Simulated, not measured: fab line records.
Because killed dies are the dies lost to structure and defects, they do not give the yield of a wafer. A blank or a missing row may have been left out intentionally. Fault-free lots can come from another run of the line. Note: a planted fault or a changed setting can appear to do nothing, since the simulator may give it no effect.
Chamber matching :: flow n5Finfet :: rieDiel-03 running N5_MOL_CONTACT_COAG_ETCH_106: 4 sister chambers
The step etches SOC in N2/H2, target depth 80 nm, overetch 16 nm, time 120 s. 20 wafers are shown with their chamber, then 10 later ones without.

EACH WAFER AND ITS CHAMBER
wafer: L076.1
chamber: 2
throttleValvePct (%): 17.62
showerheadPlenumPTorr (Torr): 2.44
drypumpMotorCurrentA (A): 6.0

wafer: L076.2
chamber: 1
throttleValvePct (%): 17.27
showerheadPlenumPTorr (Torr): 2.69
drypumpMotorCurrentA (A): 5.2

wafer: L076.4
chamber: 0
throttleValvePct (%): 18.20
showerheadPlenumPTorr (Torr): 2.67
drypumpMotorCurrentA (A): 6.3

wafer: L077.1
chamber: 1
throttleValvePct (%): 17.28
showerheadPlenumPTorr (Torr): 2.69
drypumpMotorCurrentA (A): 5.2

wafer: L077.2
chamber: 0
throttleValvePct (%): 18.18
showerheadPlenumPTorr (Torr): 2.66
drypumpMotorCurrentA (A): 6.3

wafer: L077.5
chamber: 3
throttleValvePct (%): 18.15
showerheadPlenumPTorr (Torr): 2.62
drypumpMotorCurrentA (A): 5.6

wafer: L079.1
chamber: 3
throttleValvePct (%): 18.16
showerheadPlenumPTorr (Torr): 2.62
drypumpMotorCurrentA (A): 5.6

wafer: L079.2
chamber: 0
throttleValvePct (%): 18.21
showerheadPlenumPTorr (Torr): 2.66
drypumpMotorCurrentA (A): 6.2

wafer: L079.6
chamber: 0
throttleValvePct (%): 18.21
showerheadPlenumPTorr (Torr): 2.66
drypumpMotorCurrentA (A): 6.3

wafer: L081.2
chamber: 1
throttleValvePct (%): 17.28
showerheadPlenumPTorr (Torr): 2.68
drypumpMotorCurrentA (A): 5.2

wafer: L081.3
chamber: 3
throttleValvePct (%): 18.16
showerheadPlenumPTorr (Torr): 2.62
drypumpMotorCurrentA (A): 5.6

wafer: L081.6
chamber: 0
throttleValvePct (%): 18.22
showerheadPlenumPTorr (Torr): 2.66
drypumpMotorCurrentA (A): 6.3

wafer: L082.1
chamber: 3
throttleValvePct (%): 18.18
showerheadPlenumPTorr (Torr): 2.62
drypumpMotorCurrentA (A): 5.6

wafer: L082.2
chamber: 1
throttleValvePct (%): 17.30
showerheadPlenumPTorr (Torr): 2.68
drypumpMotorCurrentA (A): 5.2

wafer: L082.6
chamber: 2
throttleValvePct (%): 17.62
showerheadPlenumPTorr (Torr): 2.43
drypumpMotorCurrentA (A): 6.1

wafer: L084.2
chamber: 1
throttleValvePct (%): 17.30
showerheadPlenumPTorr (Torr): 2.68
drypumpMotorCurrentA (A): 5.1

wafer: L084.4
chamber: 2
throttleValvePct (%): 17.65
showerheadPlenumPTorr (Torr): 2.43
drypumpMotorCurrentA (A): 6.0

wafer: L084.5
chamber: 2
throttleValvePct (%): 17.63
showerheadPlenumPTorr (Torr): 2.43
drypumpMotorCurrentA (A): 6.0

wafer: L089.3
chamber: 3
throttleValvePct (%): 18.20
showerheadPlenumPTorr (Torr): 2.61
drypumpMotorCurrentA (A): 5.6

wafer: L089.4
chamber: 1
throttleValvePct (%): 17.33
showerheadPlenumPTorr (Torr): 2.68
drypumpMotorCurrentA (A): 5.1

SIGNATURES (averages over the wafers above)
reading: throttleValvePct
chamber 0: 18.2040
chamber 1: 17.2933
chamber 2: 17.6300
chamber 3: 18.1700
scatter within a chamber: 0.0185

reading: showerheadPlenumPTorr
chamber 0: 2.6620
chamber 1: 2.6833
chamber 2: 2.4325
chamber 3: 2.6180
scatter within a chamber: 0.0048

reading: drypumpMotorCurrentA
chamber 0: 6.280
chamber 1: 5.167
chamber 2: 6.025
chamber 3: 5.600
scatter within a chamber: 0.0425
Rule: for a wafer and a chamber, the distance is found by dividing, reading by reading, the gap between the wafer's reading and the chamber's mean by the reading's scatter, squaring, summing and taking the root. The wafer belongs to the nearest chamber; if the next one is less than 2 further off, it can't be placed. How the scatter is found: for the shown wafers, subtract from each reading the mean of its chamber, square and add these, divide the total by (wafers less chambers), then take the root.

WAFERS WITH NO CHAMBER GIVEN
wafer: L089.6
throttleValvePct (%): 17.67
showerheadPlenumPTorr (Torr): 2.43
drypumpMotorCurrentA (A): 6.0

wafer: L092.2
throttleValvePct (%): 18.26
showerheadPlenumPTorr (Torr): 2.65
drypumpMotorCurrentA (A): 6.3

wafer: L092.4
throttleValvePct (%): 17.33
showerheadPlenumPTorr (Torr): 2.67
drypumpMotorCurrentA (A): 5.2

wafer: L092.5
throttleValvePct (%): 18.28
showerheadPlenumPTorr (Torr): 2.65
drypumpMotorCurrentA (A): 6.3

wafer: L094.2
throttleValvePct (%): 18.28
showerheadPlenumPTorr (Torr): 2.65
drypumpMotorCurrentA (A): 6.3

wafer: L094.4
throttleValvePct (%): 17.71
showerheadPlenumPTorr (Torr): 2.42
drypumpMotorCurrentA (A): 6.0

wafer: L094.6
throttleValvePct (%): 17.69
showerheadPlenumPTorr (Torr): 2.42
drypumpMotorCurrentA (A): 6.0

wafer: L096.2
throttleValvePct (%): 17.70
showerheadPlenumPTorr (Torr): 2.42
drypumpMotorCurrentA (A): 6.0

wafer: L096.4
throttleValvePct (%): 17.36
showerheadPlenumPTorr (Torr): 2.67
drypumpMotorCurrentA (A): 5.2

wafer: L096.6
throttleValvePct (%): 17.73
showerheadPlenumPTorr (Torr): 2.42
drypumpMotorCurrentA (A): 6.0

CHAMBER TAKEN BY EACH
wafer: L089.6
from the rows above: 2
in truth: 2

wafer: L092.2
from the rows above: 0
in truth: 0

wafer: L092.4
from the rows above: 1
in truth: 1

wafer: L092.5
from the rows above: 0
in truth: 0

wafer: L094.2
from the rows above: 0
in truth: 0

wafer: L094.4
from the rows above: 2
in truth: 2

wafer: L094.6
from the rows above: 2
in truth: 2

wafer: L096.2
from the rows above: 2
in truth: 2

wafer: L096.4
from the rows above: 1
in truth: 1

wafer: L096.6
from the rows above: 2
in truth: 2
Correctly placed: 10 of 10. Left unplaced by these rows: 0. Number placed wrongly: 0.
